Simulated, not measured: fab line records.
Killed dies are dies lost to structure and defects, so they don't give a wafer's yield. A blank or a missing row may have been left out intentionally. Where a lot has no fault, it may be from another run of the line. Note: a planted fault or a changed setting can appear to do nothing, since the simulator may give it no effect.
A lot that was struck, set against a sound lot / flow n5 finfet / 37 out of 1938 route steps
Sound: the wafers L741.3, L741.5, L741.6. Struck: wafers L753.2, L753.4, L753.5. The cause is named last.
For every step that has rows: the tool of each side, followed by ch and its chambers, followed by its first start. Under that, the readings that differ: sound wafers / struck wafers / difference of the means / sigmas: that difference in standard deviations of wafers without a fault.
alike: readings with means less than 2 such deviations apart, plus words and numbers identical on both sides. not compared: withheld readings, readings lacking a value on some wafer, bounds such as >300 that could conceal the same value, and numbers that have no deviation in the record and whose values overlap.
A row with sigmas, a row that says differs or no value, or rows on one side alone: a step with any of these is where the two part. Numbers that don't overlap but have no deviation are shown without sigmas and don't part them. Lack of a reading on every wafer of one side parts them only where that side has two or more wafers.

first, 9 steps without rows for these wafers: N5_BEOL_M9_DESCUM_33 (chemistry O2, time 7 s); N5_BEOL_M9_ETCH_76 (etches underlayer in N2/H2, target depth 6.5 nm, time 5.2 s); N5_BEOL_M9_ETCH_65 (etches SiARC in CF4, target depth 15.6 nm, time 26 s); N5_BEOL_M9_ETCH_66 (etches SOC in N2/H2, target depth 80 nm, overetch 16 nm, time 120 s); N5_BEOL_M9_STRIP_69 (strips in N2/H2); N5_BEOL_M9_STRIP_77 (strips in N2/H2); N5_BEOL_M9_VIA_ETCH_34 (etches SiCOH lowk in C4F6/O2, target depth 182.4 nm, time 68.4 s); N5_BEOL_M9_STRIP_73 (strips in C4F6/O2); N5_BEOL_M9_STRIP_36 (strips in N2/H2).
N5_BEOL_M9_TRENCH_ETCH_37: etches SiCOH lowk in C4F6/O2, target depth 151.43 nm, time 49 s.
  sound on rie diel-06 ch 0,2,3, day 9 22:35; struck on rie diel-06 ch 1,2,3, day 13 08:10
reading=run length s (s); sound=72.3 72.3 71.5; struck=61.4 61.0 60.1; difference=-11.2; sigmas=-20
reading=time s (s); sound=49 49 49; struck=34.3 34.3 34.3; difference=-14.7; sigmas=
reading=model.etch.depth nm (nm); sound=157.4 152.8 149.9; struck=105.8 106 109.6; difference=-46.2; sigmas=
reading=model.BEOL_M9.feature depth nm (nm); sound=157.4 152.8 150; struck=105.8 106 109.6; difference=-46.3; sigmas=
reading=model.TiN_of_BEOL_M9_HM_DEP_02.thk nm (nm); sound=15.6 15.6 15.6; struck=17.6 17.4 17.4; difference=+1.9; sigmas=
  alike: drypump motor current A, oes product au, rf vpp V, showerhead plenum p Torr, throttle valve pct
  not compared: rf hours counter h
then, 2 steps without rows for these wafers: N5_BEOL_M9_ETCH_41 (etches SiCN in CH3F/O2, target depth 36.6 nm, time 70.1 s); N5_BEOL_M9_STRIP_80 (strips in N2/H2, time 10 s).
N5_BEOL_M9_OCD_MEAS_38:
  sound on ocd-01 at day 9 22:45; struck on ocd-02 at day 13 08:20
reading=trench depth nm (nm); sound=157 152 150; struck=106 106 109; difference=-46; sigmas=-14
then, 13 steps without rows for these wafers: N5_BEOL_M9_HM_STRIP_39 (strips TiN in peroxide tin strip, target depth 25 nm, time 158 s); N5_BEOL_M9_SRD_40 (time 30 s); N5_BEOL_M9_PRECLEAN_42 (cleans in residue remover, time 60 s); N5_BEOL_M9_SRD_43 (time 30 s); N5_BEOL_M9_CURE_72 (cures SiCOH lowk, time 120 s); N5_BEOL_M9_DEGAS_44 (time 60 s); N5_BEOL_M9_PRE_CLEAN_45 (time 30 s); N5_BEOL_M9_ALD_74 (deposits TaN, target thk 2 nm, pulse time 2 s, purge time 3 s); N5_BEOL_M9_SURFACE_TREAT_79; N5_BEOL_M9_CVD_78 (deposits Co from CCTBA/H2, target thk 2 nm, time 138.9 s); N5_BEOL_M9_SPUTTER_48 (material Cu, target thk 12 nm, time 2 s); N5_BEOL_M9_ECD_50 (material Cu, target thk 318 nm); N5_BEOL_M9_ANNEAL_51 (time 90 s).
N5_BEOL_M9_CMP_52: polishes, stops on SiCOH lowk, t overpolish 7 s, target thk 140 nm.
  sound on cmp-01 ch 0,1,2, day 10 01:04; struck on cmp-02 ch 0,1,2, day 13 10:23
reading=model.Cu_of_BEOL_M9_ECD_50.thk nm (nm); sound=146.8 140.6 137.8; struck=94.8 94.8 98; difference=-45.9; sigmas=
  alike: motor current A
N5_BEOL_M9_THK_MEAS_53: measures by xrf.
  sound on film metro-02 at day 10 01:14; struck on film metro-01 at day 13 10:39
reading=M9_THK (nm); sound=147 140 138; struck=95 95 98; difference=-46; sigmas=-13
then, 2 steps without rows for these wafers: N5_BEOL_M9_PRE_CLEAN_55 (time 15 s); N5_BEOL_M9_DEP_56 (deposits SiCN from 3MS/NH3, target thk 15 nm, time 26.5 s).
N5_BEOL_M9_RS_MEAS_57: the measuring method here is four-point-probe.
  sound on film metro-02 at day 10 01:22; struck on film metro-01 at day 13 10:50
reading=M9_RS (ohm/sq); sound=0.143 0.150 0.153; struck=0.234 0.234 0.225; difference=+0.082; sigmas=+20
then, 5 steps without rows for these wafers: N5_BEOL_M10_ILD_DEP_00 (deposits SiCOH lowk from DEMS/porogen, target thk 308.51 nm, time 58 s); N5_BEOL_M10_CURE_71 (cures SiCOH lowk, time 240 s); N5_BEOL_M10_PECVD_70 (deposits SiO2 from TEOS/O2, target thk 20 nm, time 22.7 s); N5_BEOL_M10_HM_DEP_02 (deposits TiN, target thk 20 nm); N5_BEOL_M10_COAT_59 (time 60 s, resist thk 100 nm).
N5_BEOL_M15_RC_MEAS_101:
  sound on prober-01 ch 0, day 11 18:11; struck on prober-01 ch 0, day 15 10:07
reading=COMB_M6 (S/m); sound=1.9e-11 1.6e-11 2.6e-11; struck=3.1e-11 3.5e-11 2.3e-11; difference=+9.3e-12; sigmas=+2
reading=SERP_M9 (ohm/um); sound=2.93 3.10 3.00; struck=4.86 4.80 4.69; difference=+1.77; sigmas=+20
reading=SERP_M9_max_site (ohm/um); sound=3.02 3.18 3.17; struck=4.96 4.88 4.85; difference=+1.77; sigmas=+19
  alike: COMB_M10, COMB_M11, COMB_M12, COMB_M13, COMB_M14, COMB_M14_max_site, COMB_M15, COMB_M15_max_site, COMB_M5, COMB_M7, COMB_M7_max_site, COMB_M8, SERP_M10, SERP_M11, SERP_M12, SERP_M13, SERP_M14, SERP_M5, SERP_M6, SERP_M7, SERP_M8

WHERE THEY PART
First at N5_BEOL_M9_TRENCH_ETCH_37; last, within this record, at N5_BEOL_M15_RC_MEAS_101.

WHY: the cause the simulator had injected
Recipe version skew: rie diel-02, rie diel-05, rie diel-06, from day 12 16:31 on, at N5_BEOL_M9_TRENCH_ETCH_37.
